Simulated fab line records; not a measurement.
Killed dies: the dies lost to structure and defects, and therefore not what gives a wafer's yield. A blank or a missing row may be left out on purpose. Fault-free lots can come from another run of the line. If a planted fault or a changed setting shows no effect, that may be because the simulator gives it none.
Which tool is to blame?	flow nand harc	12 lots (36 wafers sampled), 1 step of a 1302-step route

## WHAT THE GAUGES READ, wafer by wafer
NHARC_A_CONTACT_CD_MEAS_15.
lot	measured	on	cd nm (nm)
L282	day 22 05:42	cd sem-03	189.7 190.2 189.8
L283	day 23 00:46	cd sem-01	189.9 190.1 189.6
L285	day 23 08:14	cd sem-03	190.5 189.8 190.2
L286	day 24 00:19	cd sem-02	189.3 190.2 189.7
L287	day 24 11:12	cd sem-03	188.9 189.6 189.8
L289	day 25 01:08	cd sem-03	189.6 189.4 190.1
L297	day 28 14:57	cd sem-01	190.0 189.7 189.6
L298	day 29 12:25	cd sem-01	190.1 190.4 189.9
L302	day 30 11:56	cd sem-03	189.9 189.9 190.2
L303	day 31 11:02	cd sem-01	191.2 190.0 190.3
L304	day 32 01:01	cd sem-01	189.7 189.6 189.9
L305	day 32 16:40	cd sem-01	189.7 189.9 189.6

## WHICH TOOL RAN EACH LOT (tool, then ch and the chambers of the sampled wafers, then the start)
Before these readings, the record contains no process step.

## AS READ BY THE TOOLS THEMSELVES (means over the sampled wafers that have a number; for cases with no such wafer, the mark the record gives instead)
The record holds no such reading with a usual standard deviation.

## THE ANSWER, worked out from the rows above alone
Rule: usual is defined by the lots themselves. The widest of any qualifying gaps counts: lots, ordered by their means at a reading, are off when they make up no more than a third of the lots, leave a main group of 4 or more, and stand apart from it by 3 or more times the standard deviation of that group's means. A main group whose means are all the same, to the digits that the tables above print for the reading, isn't used. A lot without any number at a reading at which 4 lots or more have one is off too. All remaining lots with rows at the step are treated as sound. First the gauges in route order, then the tools' own readings, where a lot's mean is used as printed above. At the first step where some lot is off, the reading lying furthest off is the one used; lots without a number count as furthest.
Nothing can be told from this: no lot is off at any reading shown.

## WHAT THE SIMULATOR HAD INSERTED
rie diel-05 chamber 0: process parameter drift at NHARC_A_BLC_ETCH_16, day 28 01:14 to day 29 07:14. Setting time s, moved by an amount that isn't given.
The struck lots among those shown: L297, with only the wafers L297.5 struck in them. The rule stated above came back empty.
